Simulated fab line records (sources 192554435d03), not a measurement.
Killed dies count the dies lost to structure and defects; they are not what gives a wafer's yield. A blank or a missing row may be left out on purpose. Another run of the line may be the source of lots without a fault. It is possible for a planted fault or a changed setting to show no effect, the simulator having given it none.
Chamber matching	flow n5-finfet	N5_BEOL_M4_CMP_52 on cmp-03 has 4 sister chambers
The step polishes, stops on SiOC, t overpolish 6.8 s, target thk 40 nm. 20 wafers are shown with their chamber, then 10 later ones without.

## WAFERS WITH THEIR CHAMBER
wafer	chamber	motor-current-A (A)	overpolish-run-s (s)	retaining-ring-pressure-frac
L808.1	3	6.6	6.792	1.000
L808.4	0	6.0	6.812	0.988
L808.5	1	6.4	6.810	0.993
L810.2	1	6.5	6.804	0.996
L810.3	0	5.9	6.799	0.998
L810.6	3	6.5	6.806	0.991
L809.4	2	6.3	6.799	1.002
L809.5	2	6.3	6.787	1.008
L809.6	3	6.4	6.801	1.005
L812.1	1	6.6	6.800	0.996
L812.4	0	6.2	6.799	0.997
L812.5	2	6.2	6.794	0.999
L821.4	1	6.4	6.794	1.000
L821.5	1	6.6	6.792	0.997
L821.6	2	6.4	6.801	1.000
L820.1	2	6.1	6.803	0.999
L820.5	0	6.1	6.815	0.992
L820.6	1	6.5	6.796	1.005
L826.2	2	6.4	6.804	0.988
L826.4	3	6.4	6.793	0.994

SIGNATURES (means of the wafers above)
reading	chamber 0	chamber 1	chamber 2	chamber 3	scatter within a chamber
motor-current-A	6.050	6.500	6.283	6.475	0.108
overpolish-run-s	6.80625	6.79933	6.79800	6.79800	0.00701
retaining-ring-pressure-frac	0.99375	0.99783	0.99933	0.99750	0.00548
Rule: for each reading, subtract the chamber's mean from the wafer's reading, divide by that reading's scatter and square the result; add these up over the readings and take the root, which gives the wafer's distance from the chamber. If the next closest chamber is less than 2 further off than the closest, the wafer can't be placed; otherwise it belongs to the closest. The scatter: the root of (the sum of the squares of (reading less its chamber's mean) over the shown wafers, divided by (wafers less chambers)).

## WAFERS WITH NO CHAMBER GIVEN
wafer	motor-current-A (A)	overpolish-run-s (s)	retaining-ring-pressure-frac
L826.5	6.3	6.790	1.003
L827.1	6.1	6.805	1.002
L827.4	6.5	6.796	1.004
L827.5	6.6	6.791	0.996
L828.2	6.6	6.806	1.001
L828.5	6.2	6.797	1.000
L828.6	6.6	6.795	1.004
L829.2	5.8	6.793	1.002
L829.4	6.6	6.794	1.001
L829.5	6.2	6.787	1.000

## CHAMBER TAKEN BY EACH
wafer	from the rows above	in truth
L826.5	can't be placed: 2 or 3 or 1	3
L827.1	can't be placed: 0 or 2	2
L827.4	can't be placed: 1 or 3 or 2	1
L827.5	can't be placed: 1 or 3 or 2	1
L828.2	can't be placed: 1 or 3 or 2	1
L828.5	can't be placed: 2 or 0 or 3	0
L828.6	can't be placed: 1 or 3 or 2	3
L829.2	can't be placed: 0 or 2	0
L829.4	can't be placed: 1 or 3 or 2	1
L829.5	can't be placed: 2 or 3 or 0 or 1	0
0 of 10 placed correctly. Cannot be placed on the basis of these rows: 10; the candidates contain the true chamber in 10. Number placed wrongly: 0.
